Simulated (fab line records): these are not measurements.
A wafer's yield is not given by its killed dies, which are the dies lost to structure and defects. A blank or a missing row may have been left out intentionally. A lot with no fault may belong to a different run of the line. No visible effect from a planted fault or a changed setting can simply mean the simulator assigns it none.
fab line records -- flow nandHarc
record: lots: 7, wafers: 19, lastDay: 34
route steps=1302 shown A_STAIRCASE@727 END@1302
lots untouched by any fault: they come from a run of this same line in which no faults occurred
startH: start of the lot's first displayed wafer, in hours after the record's first day -- waitH: how many hours have passed since the lot's step before this one -- " identical to the entry in the row above -- L1.1+2: one row covering several wafers at once -- - no value, or no start was given -- * or withheld: withheld -- < > ~ a bound
route shown NAME@n: NAME is a module with steps in the file, n the number in the route of the first one -- usual: mean/standard deviation of fault-free wafers -- same: alike in all rows -- chamber/n: place in a boat -- sites: per-site readings -- _std_site: standard deviation across them -- _edge_site: outer sites' mean less inner sites' -- radiusMm: for every site, how far away it sits from the centre of the wafer -- mask NAME#n: copy n -- behind: the last tool/chamber to shape the wafer -- hold: what put the lot on hold/how long, in hours/how the hold closed -- device: names the non-switching transistor (n, p or np) -- end of line: the same wafers' tests at the end of the route -- a step without rows: its recipe alone -- killed: dies that structure and defects cost at the first sort, which is not the same as the wafer's yield -- map: shows each die of a wafer: x if killed, . if not, _ if none is there
set.NAME: the setting that was run; set.NAME@STEP: the one run at that earlier step -- model.NAME: the simulator's own value behind a step, which no gauge read
lots at selected steps of the route; one table per step, one row per wafer
services: a tool's chamber out of use, with start hour (startH, from the record's first day; less than 0 if before it), hours out, and reason
== steps ==
step: NHARC_A_STAIRCASE_EBR_213
step: NHARC_A_STAIRCASE_EXPOSE_214
recipe: na: 0.5, doseMj: 31.26, maskId: STAIR_3
step: NHARC_A_STAIRCASE_PEB_215
recipe: pebTempC: 115, pebTimeS: 130
step: NHARC_A_STAIRCASE_DEVELOP_216
recipe: timeS: 140
step: NHARC_A_STAIRCASE_HARDBAKE_218
recipe: tempC: 120, timeS: 140
step: NHARC_A_STAIRCASE_DESCUM_219
recipe: timeS: 3, o2FlowSccm: 200, arFlowSccm: 0, biasPowerW: 0, chemistry: O2
usual: drypumpMotorCurrentA: 5.6/0.44, oesProductAu: 1.000/0.0086, rfVppV: 57.8/0.92, showerheadPlenumPTorr: 1.92/0.1, throttleValvePct: 11.313/0.0092
lot.wafer,tool,chamber,startH,waitH,drypumpMotorCurrentA,oesProductAu,rfHoursCounterH,rfVppV,showerheadPlenumPTorr,throttleValvePct
L456.2,rieDiel-04,3,426.97,-,5.2,0.993,20,57.5,1.80,11.311
L456.1,rieDiel-04,0,426.97,-,6.2,0.993,20,57.3,1.93,11.336
L456.5,rieDiel-04,2,426.97,-,5.3,1.002,-,56.9,1.77,11.319
L458.1,rieDiel-13,0,445.54,-,6.1,1.011,32,57.7,1.90,11.309
L458.3,rieDiel-13,2,445.54,-,5.6,1.001,31,57.8,1.97,11.303
L458.4,rieDiel-13,2,445.54,-,5.6,1.003,-,57.5,1.97,11.308
L463.4,rieDiel-04,2,479.79,-,5.3,0.990,32,56.2,1.77,11.299
L463.1,rieDiel-04,1,479.79,-,5.0,1.010,40,59.1,1.97,11.308
L462.4,rieDiel-04,0,481.54,-,6.2,0.996,41,57.3,1.93,11.325
L462.1,rieDiel-04,3,481.54,-,5.2,1.005,40,57.3,1.79,11.298
L462.5,rieDiel-04,0,481.54,-,6.2,0.995,-,57.8,1.93,11.321
L465.4,rieDiel-04,2,520.37,-,5.3,0.990,41,58.7,1.76,11.300
L465.5,rieDiel-04,2,520.37,-,5.3,0.996,-,57.8,1.76,11.308
L471.4,rieDiel-11,3,586.89,-,5.2,0.994,55,58.8,2.02,11.303
L471.3,rieDiel-11,1,586.89,-,5.7,1.006,48,58.0,1.82,11.319
L471.6,rieDiel-11,3,586.89,-,5.2,1.000,-,58.9,2.02,11.323
L473.1,rieDiel-11,3,605.02,-,5.2,0.996,61,59.0,2.02,11.313
L473.3,rieDiel-11,0,605.02,-,5.7,0.995,45,58.9,2.06,11.326
L473.4,rieDiel-11,2,605.02,-,5.8,1.002,60,58.6,2.00,11.316
step: NHARC_A_STAIRCASE_TRIM_220
recipe: timeS: 211.2, o2FlowSccm: 500, arFlowSccm: 0, biasW: 0, chemistry: O2
usual: drypumpMotorCurrentA: 5.7/0.46, oesProductAu: 0.998/0.0077, rfVppV: 57.9/0.95, showerheadPlenumPTorr: 3.55/0.17, throttleValvePct: 17.037/0.0095
lot.wafer,tool,chamber,startH,waitH,drypumpMotorCurrentA,oesProductAu,rfHoursCounterH,rfVppV,showerheadPlenumPTorr,throttleValvePct
L456.1,rieDiel-04,0,427.04,0.1,6.3,0.985,21,58.1,3.56,17.049
L456.2,rieDiel-04,3,427.04,0.1,5.2,0.978,20,57.2,3.33,17.053
L456.5,rieDiel-04,0,427.04,0.1,6.2,0.990,-,57.3,3.56,17.054
L458.3,rieDiel-13,2,445.70,0.1,5.6,0.996,31,57.2,3.63,17.040
L458.1,rieDiel-13,0,445.70,0.1,6.1,1.016,32,56.6,3.51,17.041
L458.4,rieDiel-13,0,445.70,0.1,6.1,1.007,-,58.8,3.51,17.036
L463.1,rieDiel-04,3,479.87,0.1,5.2,0.985,40,58.8,3.32,17.038
L463.4,rieDiel-04,0,479.87,0.1,6.3,1.002,41,57.7,3.55,17.029
L462.4,rieDiel-04,0,481.64,0.1,6.3,1.008,41,58.4,3.55,17.039
L462.1,rieDiel-04,1,481.64,0.1,5.0,1.006,41,58.4,3.63,17.051
L462.5,rieDiel-04,0,481.64,0.1,6.3,0.995,-,58.5,3.55,17.040
L465.4,rieDiel-04,0,520.45,0.1,6.3,1.001,49,58.2,3.55,17.022
L465.5,rieDiel-04,1,520.45,0.1,5.0,1.013,-,58.3,3.62,17.028
L471.4,rieDiel-11,3,586.98,0.1,5.2,0.980,55,58.7,3.72,17.050
L471.3,rieDiel-11,1,586.98,0.1,5.7,1.004,48,57.5,3.38,17.038
L471.6,rieDiel-11,2,586.98,0.1,5.8,1.003,-,56.9,3.69,17.034
L473.1,rieDiel-11,3,605.12,0.1,5.2,0.998,61,58.9,3.71,17.035
L473.3,rieDiel-11,0,605.12,0.1,5.7,1.004,45,58.1,3.78,17.020
L473.4,rieDiel-11,1,605.12,0.1,5.7,1.000,53,56.8,3.37,17.037
step: NHARC_A_STAIRCASE_ETCH_221
recipe: targetDepthA: 1000, timeS: 40.5, ionEnergyEv: 400, c4f8FlowSccm: 20, o2FlowSccm: 10, arFlowSccm: withheld, rfW: 600, biasW: 1000, chemistry: C4F8/O2
usual: oesProductAu: 0.939/0.016, rfFwdPowerW: 591/3.5, rfVppV: 896/6.8, runLengthS: 61.8/0.51
lot.wafer,tool,chamber,startH,waitH,oesProductAu,rfFwdPowerW,rfHoursCounterH,rfVppV,runLengthS
L456.2,rieDiel-04,2,-,-,0.947,591,17,887,62.1
L456.1,rieDiel-04,1,-,-,0.941,596,18,901,62.3
L456.5,rieDiel-04,2,-,-,0.944,590,-,886,62.3
L458.1,rieDiel-13,3,-,-,0.932,592,30,888,62.0
L458.3,rieDiel-13,0,-,-,0.924,594,32,895,62.0
L458.4,rieDiel-13,2,-,-,0.924,588,-,899,61.4
L463.1,rieDiel-04,0,-,-,0.958,586,41,899,61.5
L463.4,rieDiel-04,2,-,-,0.943,592,32,886,61.9
L462.4,rieDiel-04,2,-,-,0.960,596,32,886,61.8
L462.1,rieDiel-04,0,-,-,0.936,587,42,897,61.6
L462.5,rieDiel-04,2,-,-,0.956,594,-,885,62.0
L465.4,rieDiel-04,1,-,-,0.938,595,50,898,62.5
L465.5,rieDiel-04,3,-,-,0.935,594,-,887,61.6
L471.4,rieDiel-11,3,-,-,0.928,589,56,903,61.1
L471.3,rieDiel-11,2,-,-,0.938,587,54,902,61.5
L471.6,rieDiel-11,0,-,-,0.937,594,-,905,62.8
L473.4,rieDiel-11,2,-,-,0.955,585,60,902,61.2
L473.1,rieDiel-11,3,-,-,0.945,588,61,903,61.3
L473.3,rieDiel-11,0,-,-,0.970,595,45,905,62.7
step: NHARC_A_STAIRCASE_TRIM_222
recipe: timeS: 211.2, o2FlowSccm: 500, arFlowSccm: 0, biasW: 0, chemistry: O2
step: NHARC_A_STAIRCASE_ETCH_223
recipe: targetDepthA: 1000, timeS: 40.5, ionEnergyEv: 400, c4f8FlowSccm: 20, o2FlowSccm: 10, arFlowSccm: withheld, rfW: 600, biasW: 1000, chemistry: C4F8/O2
usual: oesProductAu: 0.942/0.011, rfFwdPowerW: 591/3.6, rfVppV: 897/6.5, runLengthS: 61.7/0.5
lot.wafer,tool,chamber,startH,waitH,oesProductAu,rfFwdPowerW,rfHoursCounterH,rfVppV,runLengthS
L456.2,rieDiel-04,0,-,-,0.928,588,21,897,60.9
L456.1,rieDiel-04,2,-,-,0.944,589,18,888,61.9
L456.5,rieDiel-04,0,-,-,0.937,588,-,898,61.1
L458.1,rieDiel-13,0,-,-,0.935,595,33,897,62.4
L458.3,rieDiel-13,2,-,-,0.927,589,31,899,61.3
L458.4,rieDiel-13,2,-,-,0.927,585,-,900,61.7
L463.4,rieDiel-04,2,-,-,0.943,592,32,887,62.4
L463.1,rieDiel-04,0,-,-,0.950,589,41,896,60.8
L462.4,rieDiel-04,0,-,-,0.944,585,42,896,60.9
L462.1,rieDiel-04,3,-,-,0.934,593,41,890,61.4
L462.5,rieDiel-04,1,-,-,0.952,596,-,899,62.2
L465.4,rieDiel-04,2,-,-,0.927,594,41,887,62.5
L465.5,rieDiel-04,2,-,-,0.926,592,-,885,62.3
L471.4,rieDiel-11,3,-,-,0.943,586,56,903,61.6
L471.3,rieDiel-11,1,-,-,0.955,586,48,890,61.6
L471.6,rieDiel-11,3,-,-,0.937,585,-,904,61.3
L473.4,rieDiel-11,1,-,-,0.936,586,53,890,61.7
L473.1,rieDiel-11,2,-,-,0.953,588,60,901,62.0
L473.3,rieDiel-11,0,-,-,0.945,595,45,906,62.6
step: NHARC_A_STAIRCASE_TRIM_224
recipe: timeS: 211.2, o2FlowSccm: 500, arFlowSccm: 0, biasW: 0, chemistry: O2
step: NHARC_A_STAIRCASE_ETCH_225
recipe: targetDepthA: 1000, timeS: 40.5, ionEnergyEv: 400, c4f8FlowSccm: 20, o2FlowSccm: 10, arFlowSccm: withheld, rfW: 600, biasW: 1000, chemistry: C4F8/O2
usual: oesProductAu: 0.940/0.012, rfFwdPowerW: 591/3.6, rfVppV: 897/6.7, runLengthS: 61.7/0.52
lot.wafer,tool,chamber,startH,waitH,oesProductAu,rfFwdPowerW,rfHoursCounterH,rfVppV,runLengthS
L456.1,rieDiel-04,2,427.65,-,0.949,590,18,887,62.3
L456.2,rieDiel-04,1,427.65,-,0.943,592,19,901,62.3
L456.5,rieDiel-04,3,427.65,-,0.950,588,-,889,61.4
L458.3,rieDiel-13,0,446.53,-,0.940,594,33,896,62.2
L458.1,rieDiel-13,2,446.53,-,0.920,588,31,899,61.7
L458.4,rieDiel-13,2,446.53,-,0.919,585,-,900,61.7
L463.1,rieDiel-04,2,480.50,-,0.934,-,32,885,52.4
L463.4,rieDiel-04,3,480.50,-,0.936,592,40,889,61.8
L462.1,rieDiel-04,0,482.24,-,0.952,-,42,898,50.7
L462.4,rieDiel-04,1,482.24,-,0.964,596,41,899,61.8
L462.5,rieDiel-04,0,482.24,-,0.938,-,-,896,51.1
L465.4,rieDiel-04,0,521.24,-,0.951,586,49,897,61.2
L465.5,rieDiel-04,2,521.24,-,0.940,-,-,885,52.0
L471.4,rieDiel-11,0,587.63,-,0.921,598,41,905,62.6
L471.3,rieDiel-11,2,587.63,-,0.940,589,54,900,61.3
L471.6,rieDiel-11,0,587.63,-,0.928,596,-,904,62.9
L473.1,rieDiel-11,0,605.73,-,0.949,598,45,905,62.6
L473.4,rieDiel-11,1,605.73,-,0.958,587,53,891,61.9
L473.3,rieDiel-11,2,605.73,-,0.960,591,60,902,61.2
step: NHARC_A_STAIRCASE_TRIM_226
recipe: timeS: 211.2, o2FlowSccm: 500, arFlowSccm: 0, biasW: 0, chemistry: O2
usual: drypumpMotorCurrentA: 5.6/0.45, oesProductAu: 0.998/0.0088, rfVppV: 57.9/0.88, showerheadPlenumPTorr: 3.56/0.18, throttleValvePct: 17.036/0.0098
lot.wafer,tool,chamber,startH,waitH,drypumpMotorCurrentA,oesProductAu,rfHoursCounterH,rfVppV,showerheadPlenumPTorr,throttleValvePct
L456.1,rieDiel-04,1,-,-,5.0,1.015,19,56.9,3.64,17.029
L456.2,rieDiel-04,3,-,-,5.2,0.992,20,58.6,3.33,17.050
L456.5,rieDiel-04,2,-,-,5.3,0.992,-,57.7,3.28,17.022
L458.3,rieDiel-13,2,-,-,5.6,1.005,31,58.8,3.63,17.041
L458.1,rieDiel-13,0,-,-,6.1,1.010,33,57.6,3.51,17.030
L458.4,rieDiel-13,3,-,-,6.4,1.011,-,57.4,3.29,17.037
L463.4,rieDiel-04,0,-,-,6.3,0.991,41,59.7,3.55,17.018
L463.1,rieDiel-04,3,-,-,5.2,0.988,40,58.4,3.32,17.024
L462.4,rieDiel-04,3,-,-,5.2,0.983,41,56.8,3.32,17.035
L462.1,rieDiel-04,2,-,-,5.3,0.993,33,58.6,3.27,17.030
L462.5,rieDiel-04,3,-,-,5.2,0.992,-,56.7,3.32,17.041
L465.4,rieDiel-04,3,-,-,5.2,0.994,48,55.5,3.32,17.042
L465.5,rieDiel-04,2,-,-,5.3,0.985,-,58.1,3.27,17.031
L471.3,rieDiel-11,2,-,-,5.8,1.001,54,57.7,3.69,17.036
L471.4,rieDiel-11,0,-,-,5.7,0.993,41,58.5,3.78,17.039
L471.6,rieDiel-11,2,-,-,5.8,1.002,-,58.8,3.69,17.031
L473.1,rieDiel-11,3,-,-,5.2,0.998,62,58.1,3.71,17.032
L473.4,rieDiel-11,1,-,-,5.7,0.995,53,57.3,3.37,17.013
L473.3,rieDiel-11,2,-,-,5.8,0.995,60,58.8,3.69,17.029
step: NHARC_END_SORT_01
recipe: tempC: 25
usual: killedAtArray: 52/17, killedAtOther: 0.9/1.2, killedAtPeriphery: 3.9/2.7, killedDies: 57/16, killedOpen: 3.3/1.9, killedShort: 2.5/1.5
same: grossDies: 677
lot.wafer,tool,chamber,startH,waitH,killedAtArray,killedAtOther,killedAtPeriphery,killedDies,killedOpen,killedShort
L462.1,prober-02,0,677.50,2.4,414,3,10,427,2,3
L462.4,prober-02,0,679.89,3.4,35,2,9,46,2,3
L462.5,prober-02,0,680.68,3.7,418,1,13,432,3,2
L463.1,prober-01,0,677.50,2.5,365,1,3,369,4,3
L465.5,prober-02,0,724.06,3.8,403,0,5,408,3,5
killed by level:class
L462.1 A_STAIRCASE:areaEtch=375 A_SLIT:chamberFilmFlake=26 P_GATE:chamberFilmFlake=6 A_DECK1_JOINT:chamberFilmFlake=3 THIN_TSV:chamberFilmFlake=3 P_CONTACT:chamberFilmFlake=2 A_CHANNEL_HOLE_D2:chamberFilmFlake=2 A_STAIRCASE:chamberFilmFlake=2
L463.1 A_STAIRCASE:areaEtch=307 A_CHANNEL_HOLE_D1:chamberFilmFlake=30 A_CHANNEL_HOLE_D2:chamberFilmFlake=16 A_SLIT:chamberFilmFlake=2 A_CONTACT:chamberFilmFlake=2 P_GATE:geometricParticle:open=1 P_M0:geometricParticle:open=1 A_ONON_D1:geometricParticle:open=1
L462.4 A_SLIT:chamberFilmFlake=21 P_CONTACT:chamberFilmFlake=5 P_GATE:chamberFilmFlake=3 A_CHANNEL_HOLE_D1:chamberFilmFlake=2 A_CHANNEL_HOLE_D2:chamberFilmFlake=2 A_WL_FILL:chamberFilmFlake=2 THIN_TSV:chamberFilmFlake=2 A_CHANNEL_FILL_D1:geometricParticle:short=1
L462.5 A_STAIRCASE:areaEtch=377 A_SLIT:chamberFilmFlake=28 P_CONTACT:chamberFilmFlake=9 A_CHANNEL_HOLE_D1:chamberFilmFlake=5 P_GATE:chamberFilmFlake=4 A_ONON_D1:geometricParticle:short=1 A_CHANNEL_FILL_D1:geometricParticle:open=1 A_CHANNEL_FILL_D2:geometricParticle:open=1
L465.5 A_STAIRCASE:areaEtch=360 A_SLIT:chamberFilmFlake=28 P_BONDPAD:chamberFilmFlake=4 A_CHANNEL_HOLE_D1:chamberFilmFlake=4 P_GATE:geometricParticle:open=1 A_ONON_D1:geometricParticle:short=1 A_CHANNEL_HOLE_D1:geometricParticle:open=1 A_CHANNEL_FILL_D1:geometricParticle:short=1
map L462.5 (x killed, . not)
____________.____________
_________.x..xx._________
_______.x..xxx.x.x_______
______.....x..x.xx.______
_____..xx.xxxxxxxx.._____
____.x....xxxx.xxxx..____
____..xxxxx..x.....x.____
___x..xxx.x.xxxxxx...x___
___.....xxx..xxxxxx...___
__.....xxxxxxx.xxxxxxx.__
__x...xxxx.xxxxxxxxxxx.__
_xxxxxxx.xxx.xxxxx.xxxx._
_x.xxxxxxxxxx.xxxxxx...._
_xx.x.xxxxxxx.xx.xxx.xxx_
_.xx..x...xxxxxxxxxxxx.._
_x.xxxxxxxxxxxxxxxxxxx.x_
x.xxx.xxxxxxxxxxxx.xxx..x
.xxxxx.xxxxxxxxxxxxx.x...
xxxxxxxxxxxxxxxxxxxxxxxxx
xxxx..xxxxxxxxxxx.x.xxx.x
xxxx.xxxxxxxxxxxxx..x..x.
_xxxxxxxxxxx..xxxxxx...._
_xxx.xxxxxxxxxxxxxxx.x.._
_x..xxxxxxxxx.xxx.x.x..x_
_...x....xxxxxxxxxxxxxx._
_...xxxxxx.xx.x.xxx....._
__.x..xx..xxxxxxxxx.xxx__
__xxx.xxx.xxxxxx.x.x...__
___...xx.xxxx.xxxxxx..___
___.....x.x....xxx.xx.___
____.x.x.xxx..x.xx..x____
____..x.x.xxx.xxx....____
_____..xx....x......_____
______.............______
_______.x........x_______
_________......._________
____________.____________
map L463.1 (x killed, . not)
____________x____________
_________x.x.xx._________
_______.x.x...x..._______
______....x..xxx...______
_____xx.xxx...xx..x._____
____x.xx..x.x.x....x.____
____x.xxxx.xxx..xx...____
___.xx.x...xx.x..x..x.___
___xxx.x..xx....x.....___
__x.xxxx.xxx..x..x..x..__
__xxxx.x.xxxxx.x.x.x...__
_xx.xxxx..xx.xxx....x..._
_x.xx.xxx.x.x..x.x.x..x._
_x.x.x.xx.x.x...x......x_
_x.x.xx.xxx.x.xx..x..x.._
_xxxxxxx....x.xxx...x..._
xxxxxxxxxx.xxx.x.x.xxx...
xxxxx..x.....x.xx...x.x..
x.xxxxxxxxxxx.x.x.xx.x.x.
xxxxxx..xx.xxxxx.........
xxxx.xxxx...xxxxx.xxx.x.x
_xx.xxx.x.xx.x.x.x....xx_
_xx.xxxxxx.x.x..x.x.x..._
_xxxx.xxxxx....xx.....x._
_xxxx..x.xxxxxx.x.xxx..._
_xxx..xx.xxx.x.xxx......_
__.xx.x.x.xx.x....x..xx__
__x.xxxx.xx.x........x.__
___.x.xxxxx.xxx..x....___
___..xxxx.xx.x.x......___
____xxxxx..xxxx......____
____xxxx.xxxxxxxxx..x____
_____x.x..xxxxxxx..._____
______.xx.xxxxxxxx.______
_______xx.xxxxxx.x_______
_________xxx..xx_________
____________.____________
== services ==
tool,chamber,startH,hours,kind
rieDiel-04,0,413.00,-,clean
rieDiel-04,1,413.00,-,clean
rieDiel-04,2,413.00,-,clean
rieDiel-04,3,413.00,-,clean
rieDiel-13,1,414.03,36.9,repair
rieDiel-11,-,434.00,9.0,pm
rieDiel-04,0,437.93,-,clean
rieDiel-04,1,437.93,-,clean
rieDiel-04,2,437.93,-,clean
rieDiel-04,3,437.93,-,clean
rieDiel-04,2,445.31,14.7,repair
rieDiel-04,0,462.43,-,clean
rieDiel-04,1,462.43,-,clean
rieDiel-04,-,498.30,12.0,repair
rieDiel-13,-,522.82,9.0,pm
rieDiel-04,-,534.05,9.0,pm
rieDiel-13,1,538.03,7.8,repair
rieDiel-11,1,555.45,7.7,repair
rieDiel-11,0,560.67,3.8,repair
rieDiel-13,0,570.96,3.7,repair
rieDiel-13,1,575.54,1.8,repair
rieDiel-04,2,576.56,16.1,repair
rieDiel-04,3,579.03,10.9,repair
rieDiel-13,0,597.85,3.2,repair
== key ==
firstSign: step: NHARC_A_STAIRCASE_ETCH_225, reading: runLengthS, direction: down, sigmas: 20, usual: *, struck: *
effect: step: NHARC_END_SORT_01, reading: killedDies, direction: up, sigmas: 22, usual: 57, struck: 409
moreKillsBornAt: NHARC_A_STAIRCASE_ETCH_225@rieDiel-04: 1419
metAt NHARC_A_STAIRCASE_ETCH_225
struckWafers L462.1,L462.5,L463.1,L465.5
laterRowsLeftOut L462.1,L462.5,L465.5
testerLeftOut L462,L463,L465
onsetBetween 427.65 480.50
fault: kind: processParameterDrift, tool: rieDiel-04, chamber: -, onsetH: 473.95, steps: NHARC_A_STAIRCASE_ETCH_225, channel: timeS, offset: *, shape: step, endH: 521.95, scope: struckWafersOnly, actsIn: *, stated: *
testerLeftOut: of these lots the tester's yield and bins aren't shown, on N5 and GAA mostly nor the transistor test; their killed dies are dies lost to structure and defects alone, not to doping, threshold or leakage, so they don't give the yield
laterRowsLeftOut: the simulator's readings of these wafers behind a module that went badly wrong aren't trusted and aren't shown, but for the sort
